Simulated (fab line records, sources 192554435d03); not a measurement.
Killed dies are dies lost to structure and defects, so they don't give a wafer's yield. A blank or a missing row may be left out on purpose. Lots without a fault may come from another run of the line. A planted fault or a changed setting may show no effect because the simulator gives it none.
A struck lot beside a sound one | flow n5_finfet | 16 steps out of a route of 1938
Sound: wafers L329.3, L329.5, L329.6. Struck: wafer L338.1. (L338.2, L338.6 of the same lot were not struck and are left out.) The cause comes at the end.
At each step with rows: each side's tool, then ch and its chambers, then its first start. Under that, the readings that differ: sound wafers | struck wafers | difference of the means | sigmas: that difference in standard deviations of wafers without a fault.
alike: readings whose means differ by less than 2 such deviations, and words and numbers that are the same on both sides. not compared: withheld readings, readings that some wafer has no value for, bounds like >300 that may hide the same value, and numbers for which the record gives no deviation and whose values overlap.
The two part at a step that has a row with sigmas, a row that says differs or no value, or rows on one side only. Numbers that don't overlap but have no deviation are shown without sigmas and don't part them. A reading that every wafer of one side lacks parts them only if that side has two wafers or more.

N5_BEOL_M11_ETCH_62: etches SOC in N2/H2, target depth 110 nm, overetch 22 nm, time 165 s.
  sound on rie_diel-06 ch 0,1, day 13 04:18; struck on rie_diel-05 ch 1, day 15 23:54
  reading             | sound             | struck | difference | sigmas
  h2_flow_sccm (sccm) | 200.5 200.2 200.5 | 199.1  | -1.3       | -2
  alike: drypump_motor_current_A, oes_product_au, rf_vpp_V, showerhead_plenum_p_Torr, throttle_valve_pct
  not compared: rf_hours_counter_h
then, 1 step without rows for these wafers: N5_BEOL_M11_STRIP_68 (strips in N2/H2).
N5_BEOL_M11_STRIP_67: strips in CF4.
  sound on rie_diel-06 ch 0,1, day 13 04:27; struck on rie_diel-05 ch 1, day 16 00:03
  alike: drypump_motor_current_A, oes_product_au, rf_vpp_V, showerhead_plenum_p_Torr, throttle_valve_pct
  not compared: rf_hours_counter_h
N5_BEOL_M11_HM_OPEN_17: chemistry Cl2/BCl3, target TiN, target depth 20 nm, overetch 6 nm.
  sound on rie_metal-01 ch 0,1, day 13 04:31; struck on rie_metal-02 ch 1, day 16 00:05
  reading                | sound | struck | difference                   | sigmas
  rf_hours_counter_h (h) | - - - | 20     | no value on the sound wafers |
  alike: drypump_motor_current_A, mfc_cl2_sccm, oes_ar_750_au, oes_product_au, throttle_valve_pct
N5_BEOL_M11_STRIP_19: strips in O2.
  sound on rie_diel-01 ch 1,2, day 13 04:44; struck on rie_diel-06 ch 2, day 16 00:18
  alike: drypump_motor_current_A, oes_product_au, rf_vpp_V, showerhead_plenum_p_Torr, throttle_valve_pct
  not compared: rf_hours_counter_h
N5_BEOL_M11_CD_MEAS_18: pitch 140 nm, target cd 70 nm.
  sound on cd_sem-03, day 13 04:48; struck on cd_sem-01, day 16 00:22
  alike: cd_nm
then, 6 steps without rows for these wafers: N5_BEOL_M11_COAT_63 (time 60 s, resist thk 100 nm); N5_BEOL_M11_COAT_64 (time 60 s, resist thk 30 nm); N5_BEOL_M11_COAT_22 (resist thk 90 nm); N5_BEOL_M11_EBR_24; N5_BEOL_M11_SOFTBAKE_23 (time 60 s); N5_BEOL_M11_EXPOSE_25 (exposes mask V10).
N5_BEOL_M11_PEB_26: peb time 60 s.
  sound on litho_track-04 ch 0, day 13 05:08; struck on litho_track-03 ch 0, day 16 02:46
then, 1 step without rows for these wafers: N5_BEOL_M11_DEVELOP_27 (develop time 30 s).
N5_BEOL_M11_CD_MEAS_28: target cd 70 nm.
  sound on cd_sem-01 ch 0, day 13 05:13; struck on cd_sem-03 ch 0, day 16 02:50
  reading    | sound          | struck | difference | sigmas
  cd_nm (nm) | 70.3 71.2 70.4 | 74.1   | +3.5       | +4
N5_BEOL_M11_OVL_MEAS_29:
  sound on overlay-01 ch 0, day 13 05:14; struck on overlay-01 ch 0, day 16 02:52
  alike: V10_OVL

WHERE THEY PART
First at N5_BEOL_M11_ETCH_62; last, within this record, at N5_BEOL_M11_CD_MEAS_28. Later steps at which nothing parts them and some readings are alike: N5_BEOL_M11_OVL_MEAS_29.

WHY: what the simulator had put in
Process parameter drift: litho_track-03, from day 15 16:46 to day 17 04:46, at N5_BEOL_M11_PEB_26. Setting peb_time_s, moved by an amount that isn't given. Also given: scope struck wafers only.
